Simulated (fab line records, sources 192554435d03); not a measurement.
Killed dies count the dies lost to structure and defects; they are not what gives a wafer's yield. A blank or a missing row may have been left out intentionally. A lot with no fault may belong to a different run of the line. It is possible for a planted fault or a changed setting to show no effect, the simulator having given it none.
Chamber matching    flow n5 finfet    N5_BEOL_M13_VIA_ETCH_16 on rie diel-02 has 4 sister chambers
The step etches SiOC in C4F8/O2/Ar, target depth 921.7 nm. 4 wafers are shown with their chamber, then 7 later ones without.

== WAFERS, EACH WITH ITS CHAMBER ==
wafer   chamber  showerhead plenum p Torr (Torr)
L087.4  2        3.37
L085.2  0        3.39
L089.2  3        3.24
L089.3  1        3.51

== WAFERS WITHOUT THEIR CHAMBER ==
wafer   showerhead plenum p Torr (Torr)
L089.6  3.38
L092.1  3.38
L092.4  3.36
L092.6  3.38
L096.2  3.63
L096.4  3.50
L096.6  3.63

== EACH ONE'S CHAMBER ==
wafer   from the rows above           in truth
L089.6  can't be placed: 2 or 0 or 1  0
L092.1  can't be placed: 2 or 0 or 1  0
L092.4  can't be placed: 2 or 0 or 3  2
L092.6  can't be placed: 2 or 0 or 1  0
L096.2  can't be placed: 1 or 0       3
L096.4  can't be placed: 1 or 0 or 2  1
L096.6  can't be placed: 1 or 0       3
0 of 7 placed correctly. These rows do not allow placing 7 (true chamber among the candidates in 5). 0 placed wrongly.
How it was worked out, from the rows above alone: a wafer's distance from a chamber is the root of the sum, over the readings, of the square of ((its reading less the chamber's mean) divided by the reading's scatter). The wafer belongs to the nearest chamber; if the next one is less than 2 further off, it can't be placed. For every chamber, the mean is computed from those of its wafers that are shown. The scatter: root of mean squared gap, hidden wafer to nearest shown wafer, with one shown wafer a chamber.
